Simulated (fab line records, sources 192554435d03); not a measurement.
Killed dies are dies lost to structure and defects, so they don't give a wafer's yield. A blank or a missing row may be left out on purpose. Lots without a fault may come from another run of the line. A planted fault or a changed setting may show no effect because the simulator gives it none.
A struck lot beside a sound one | flow n5_finfet | 43 steps out of a route of 1938
Sound: wafers L479.1, L479.3, L479.4. Struck: wafers L471.4, L471.5, L471.6. The cause comes at the end.
At each step with rows: each side's tool, then ch and its chambers, then its first start. Under that, the readings that differ: sound wafers | struck wafers | difference of the means | sigmas: that difference in standard deviations of wafers without a fault.
alike: readings whose means differ by less than 2 such deviations, and words and numbers that are the same on both sides. not compared: withheld readings, readings that some wafer has no value for, bounds like >300 that may hide the same value, and numbers for which the record gives no deviation and whose values overlap.
The two part at a step that has a row with sigmas, a row that says differs or no value, or rows on one side only. Numbers that don't overlap but have no deviation are shown without sigmas and don't part them. A reading that every wafer of one side lacks parts them only if that side has two wafers or more.

first, 7 steps without rows for these wafers: N5_WELL_APT_COAT_02 (resist thk 950 nm); N5_WELL_APT_EBR_04; N5_WELL_APT_SOFTBAKE_03 (time 60 s); N5_WELL_APT_EXPOSE_05 (exposes mask NWELL, defocus 0 nm, target cd 200 nm); N5_WELL_APT_PEB_06 (peb time 90 s); N5_WELL_APT_DEVELOP_07 (develop time 45 s); N5_WELL_APT_HARDBAKE_12 (time 120 s).
N5_WELL_APT_CD_MEAS_08: target cd 200 nm.
  sound on cd_sem-01 ch 0, day 5 13:41; struck on cd_sem-02 ch 0, day 3 13:49
  alike: cd_nm
N5_WELL_APT_OVL_MEAS_09:
  sound on overlay-01 ch 0, day 5 13:43; struck on overlay-02 ch 0, day 3 13:50
  alike: NWELL_OVL
N5_WELL_APT_INSPECT_10: inspects for defects (macro).
  sound on defect_inspect-01, day 5 13:44; struck on defect_inspect-02, day 3 13:52
  alike: raw_defect_count
N5_WELL_APT_DESCUM_13: chemistry O2, time 7.9 s.
  sound on rie_diel-02 ch 0,1,3, day 5 13:53; struck on rie_diel-02 ch 1,2, day 3 14:32
  alike: drypump_motor_current_A, oes_product_au, rf_vpp_V, showerhead_plenum_p_Torr, throttle_valve_pct
  not compared: rf_hours_counter_h
then, 1 step without rows for these wafers: N5_WELL_APT_IMPLANT_14.
N5_WELL_APT_IMPLANT_15:
  sound on implanter-01 ch 0, day 5 14:10; struck on implanter-02 ch 0, day 3 14:54
  reading            | sound                            | struck                        | difference | sigmas
  dose_ions_cm2      | 1.5025e+13 1.5004e+13 1.4997e+13 | 9.054e+12 9.045e+12 9.055e+12 | -5.957e+12 | -99 or more
  faraday_current_uA | 190 187 198                      | 114 117 116                   | -76        | -20
then, 9 steps without rows for these wafers: N5_WELL_APT_STRIP_16 (strips in SPM, time 900 s); N5_WELL_APT_HMDS_18 (time 60 s); N5_WELL_APT_COAT_19 (resist thk 950 nm); N5_WELL_APT_EBR_21; N5_WELL_APT_SOFTBAKE_20 (time 60 s); N5_WELL_APT_EXPOSE_22 (exposes mask PWELL, defocus 0 nm, target cd 200 nm); N5_WELL_APT_PEB_23 (peb time 90 s); N5_WELL_APT_DEVELOP_24 (develop time 45 s); N5_WELL_APT_HARDBAKE_29 (time 120 s).
N5_WELL_APT_CD_MEAS_25: target cd 200 nm.
  sound on cd_sem-01 ch 0, day 5 15:02; struck on cd_sem-02 ch 0, day 3 15:50
  alike: cd_nm
N5_WELL_APT_OVL_MEAS_26:
  sound on overlay-02 ch 0, day 5 15:04; struck on overlay-01 ch 0, day 3 15:51
  alike: PWELL_OVL
N5_WELL_APT_INSPECT_27: inspects for defects (macro).
  sound on defect_inspect-02, day 5 15:05; struck on defect_inspect-01, day 3 16:02
  alike: raw_defect_count
N5_WELL_APT_DESCUM_30: chemistry O2, time 7.9 s.
  sound on rie_diel-05 ch 0,1,2, day 5 15:13; struck on rie_diel-05 ch 0,1,3, day 3 16:09
  alike: drypump_motor_current_A, oes_product_au, rf_vpp_V, showerhead_plenum_p_Torr, throttle_valve_pct
  not compared: rf_hours_counter_h
then, 3 steps without rows for these wafers: N5_WELL_APT_IMPLANT_31; N5_WELL_APT_IMPLANT_32; N5_WELL_APT_STRIP_33 (strips in SPM, time 900 s).
N5_WELL_APT_RTA_34: time 10 s.
  sound on rtp_anneal-02 ch 0, day 5 16:07; struck on rtp_anneal-01 ch 0, day 3 16:59
  alike: lamp_power_pct, lamp_zone_2_pct, lamp_zone_5_pct, wafer_temp_C_max
then, 4 steps without rows for these wafers: N5_WELL_APT_OXIDE_STRIP_42 (strips SiO2 in dHF, time 45 s, target depth 12 nm); N5_WELL_APT_PRECLEAN_36 (cleans in O3/DIW, time 45 s); N5_WELL_APT_PRECLEAN_39 (cleans in dHF, time 60 s); N5_WELL_APT_SRD_37 (time 30 s).
N5_WELL_APT_EPI_41: deposits Si from SiH4/H2, target thk 50 nm, time 297.7 s.
  sound on epi_rpcvd-01 ch 0, day 5 16:21; struck on epi_rpcvd-01 ch 0, day 3 17:28
  alike: throttle_valve_pct
N5_WELL_APT_INSPECT_38: inspects for defects (darkfield).
  sound on defect_inspect-01, day 5 17:11; struck on defect_inspect-01, day 3 17:48
  alike: raw_defect_count
N5_PMOS_HMC_CHANNEL_EPI_HM_DEP_34: deposits SiO2 from TEOS/O2, target thk 36 nm, time 6.9 s.
  sound on pecvd-03 ch 1,2, day 5 17:14; struck on pecvd-03 ch 0,1,2, day 3 17:51
  alike: heater_power_w, showerhead_plenum_p_Torr, throttle_valve_pct
then, 5 steps without rows for these wafers: N5_PMOS_HMC_CHANNEL_EPI_COAT_31 (time 60 s, resist thk 66 nm); N5_PMOS_HMC_CHANNEL_EPI_COAT_03 (resist thk 205 nm); N5_PMOS_HMC_CHANNEL_EPI_EBR_05; N5_PMOS_HMC_CHANNEL_EPI_SOFTBAKE_04 (time 60 s); N5_PMOS_HMC_CHANNEL_EPI_EXPOSE_06 (exposes mask PMOS HMC BLK, target cd 240 nm).
-- the record jumps here: 6 days lie between the struck wafers' starts before and after (it left off in module PMOS_HMC_CHANNEL_EPI and takes up again in module BEOL_M4, whose first step shown is number 1111 of the route) --
N5_BEOL_M4_RC_MEAS_101:
  sound on prober-02 ch 0, day 11 17:36; struck on prober-01 ch 0, day 9 17:30
  reading        | sound          | struck         | difference | sigmas
  CJ_P           | 6.09 5.86 5.80 | 4.41 4.48 4.42 | -1.48      | -11
  DIBL_P (mV/V)  | 35.4 36.2 35.3 | 41.0 41.3 39.8 | +5.1       | +2
  IOFF_P (nA/um) | 0.19 0.20 0.19 | 0.28 0.28 0.26 | +0.08      | +2
  ION_P (uA/um)  | 462 455 460    | 476 477 477    | +18        | +2
  alike: DIBL_N, IOFF_N, ION_N, SS_N, SS_P, VT_N, VT_P

WHERE THEY PART
First at N5_WELL_APT_IMPLANT_15; last, within this record, at N5_BEOL_M4_RC_MEAS_101.

WHY: what the simulator had put in
Process parameter drift: implanter-02, from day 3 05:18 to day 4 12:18, at N5_WELL_APT_IMPLANT_15. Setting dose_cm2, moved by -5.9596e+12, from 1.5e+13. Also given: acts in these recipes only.
